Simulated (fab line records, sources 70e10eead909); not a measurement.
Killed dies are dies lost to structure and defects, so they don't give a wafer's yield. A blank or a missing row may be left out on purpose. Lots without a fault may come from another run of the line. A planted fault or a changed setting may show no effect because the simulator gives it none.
Chamber matching | flow nand_harc | NHARC_A_ZERO_WELL_ETCH_13 on rie_si-02: 4 sister chambers
The step etches the open film in HBr/Cl2, target depth 120 nm, time 40.1 s. 14 wafers are shown with their chamber, then 7 later ones without.

WAFERS WITH THEIR CHAMBER
wafer  | chamber | drypump_motor_current_A (A) | oes_product_au (a.u.) | throttle_valve_pct (%)
L075.1 | 1       | 6.3                         | 1.002                 | 26.407
L075.4 | 3       | 5.0                         | 0.981                 | 26.401
L075.6 | 2       | 6.3                         | 1.001                 | 26.400
L079.3 | 0       | 5.3                         | 1.021                 | 26.402
L079.4 | 1       | 6.3                         | 1.005                 | 26.405
L079.5 | 1       | 6.2                         | 1.005                 | 26.399
L081.1 | 2       | 6.3                         | 0.997                 | 26.418
L081.4 | 3       | 5.0                         | 0.994                 | 26.406
L081.5 | 0       | 5.3                         | 1.011                 | 26.398
L084.1 | 2       | 6.3                         | 1.009                 | 26.406
L084.4 | 0       | 5.3                         | 1.009                 | 26.395
L084.5 | 0       | 5.4                         | 1.012                 | 26.394
L090.1 | 3       | 5.0                         | 1.000                 | 26.398
L090.2 | 1       | 6.2                         | 1.020                 | 26.396

SIGNATURES (means of the wafers above)
reading                 | chamber 0 | chamber 1 | chamber 2 | chamber 3 | scatter within a chamber
drypump_motor_current_A | 5.325     | 6.250     | 6.300     | 5.000     | 0.0418
oes_product_au          | 1.01325   | 1.00800   | 1.00233   | 0.99167   | 0.00739
throttle_valve_pct      | 26.39725  | 26.40175  | 26.40800  | 26.40167  | 0.00564
Rule: a wafer's distance from a chamber is the root of the sum, over the readings, of the square of ((its reading less the chamber's mean) divided by the reading's scatter). The wafer belongs to the nearest chamber; if the next one is less than 2 further off, it can't be placed. The scatter: the root of (the sum of the squares of (reading less its chamber's mean) over the shown wafers, divided by (wafers less chambers)).

WAFERS WITHOUT THEIR CHAMBER
wafer  | drypump_motor_current_A (A) | oes_product_au (a.u.) | throttle_valve_pct (%)
L090.5 | 5.0                         | 0.996                 | 26.414
L091.3 | 6.2                         | 1.011                 | 26.411
L091.4 | 5.3                         | 1.011                 | 26.419
L091.5 | 5.0                         | 0.992                 | 26.398
L097.3 | 5.0                         | 1.006                 | 26.416
L097.5 | 6.3                         | 1.017                 | 26.411
L097.6 | 5.3                         | 1.024                 | 26.420

WHICH CHAMBER EACH WENT THROUGH
wafer  | from the rows above     | in truth
L090.5 | 3                       | 3
L091.3 | can't be placed: 1 or 2 | 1
L091.4 | 0                       | 0
L091.5 | 3                       | 3
L097.3 | 3                       | 3
L097.5 | can't be placed: 2 or 1 | 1
L097.6 | 0                       | 0
Placed correctly: 5 of 7. Can't be placed from these rows: 2 (the true chamber is among the candidates in 2). Placed wrongly: 0.
